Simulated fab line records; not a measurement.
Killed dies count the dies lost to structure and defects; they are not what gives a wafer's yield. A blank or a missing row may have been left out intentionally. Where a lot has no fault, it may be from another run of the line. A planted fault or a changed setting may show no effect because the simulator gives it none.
Chamber matching + flow n5-finfet + 3 sister chambers for N5_BEOL_M10_CURE_71 on uv-cure-02
The step cures SiCOH lowk, time 240 s. 14 wafers are shown with their chamber, then 7 later ones without.

== EACH WAFER AND ITS CHAMBER ==
| wafer  | chamber | lamp-power-pct (%) | wafer_temp_C_max |
|--------|---------|--------------------|------------------|
| L074.2 | 1       | 52.27              | 387.7            |
| L074.5 | 1       | 52.29              | 386.5            |
| L074.6 | 1       | 52.31              | 388.6            |
| L075.2 | 2       | 52.40              | 387.7            |
| L075.5 | 2       | 52.34              | 387.0            |
| L075.6 | 2       | 52.24              | 387.4            |
| L079.2 | 2       | 52.35              | 387.7            |
| L079.4 | 2       | 52.36              | 388.2            |
| L079.6 | 2       | 52.42              | 387.5            |
| L082.1 | 0       | 52.33              | 386.7            |
| L082.4 | 0       | 52.28              | 387.4            |
| L082.5 | 0       | 52.38              | 386.8            |
| L084.1 | 0       | 52.33              | 387.2            |
| L084.2 | 0       | 52.25              | 386.6            |

SIGNATURES, as means of the wafers listed above
| reading          | chamber 0 | chamber 1 | chamber 2 | scatter within a chamber |
|------------------|-----------|-----------|-----------|--------------------------|
| lamp-power-pct   | 52.3140   | 52.2900   | 52.3517   | 0.0527                   |
| wafer_temp_C_max | 386.940   | 387.600   | 387.583   | 0.562                    |
Rule: a wafer lies at a distance from a chamber equal to the root of the sum of squares, over the readings, of (its reading less the chamber's mean, divided by the reading's scatter). If the next closest chamber is less than 2 further off than the closest, the wafer can't be placed; otherwise it belongs to the closest. The scatter is the square root of a quotient: the sum, over the shown wafers, of each reading's squared deviation from its chamber's mean, divided by wafers minus chambers.

== WAFERS WITH NO CHAMBER GIVEN ==
| wafer  | lamp-power-pct (%) | wafer_temp_C_max |
|--------|--------------------|------------------|
| L084.5 | 52.21              | 387.1            |
| L085.3 | 52.30              | 387.9            |
| L085.4 | 52.30              | 388.0            |
| L085.5 | 52.35              | 387.3            |
| L090.2 | 52.35              | 387.1            |
| L090.3 | 52.26              | 387.5            |
| L090.6 | 52.30              | 387.0            |

== WHICH CHAMBER EACH WENT THROUGH ==
| wafer  | from the rows above          | in truth |
|--------|------------------------------|----------|
| L084.5 | can't be placed: 1 or 0 or 2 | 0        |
| L085.3 | can't be placed: 1 or 2 or 0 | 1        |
| L085.4 | can't be placed: 1 or 2 or 0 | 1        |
| L085.5 | can't be placed: 2 or 0 or 1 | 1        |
| L090.2 | can't be placed: 0 or 2 or 1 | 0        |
| L090.3 | can't be placed: 1 or 0 or 2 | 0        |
| L090.6 | can't be placed: 0 or 1 or 2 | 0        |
0 of 7 placed correctly. Can't be placed from these rows: 7 (the true chamber is among the candidates in 7). Placed wrongly: 0.
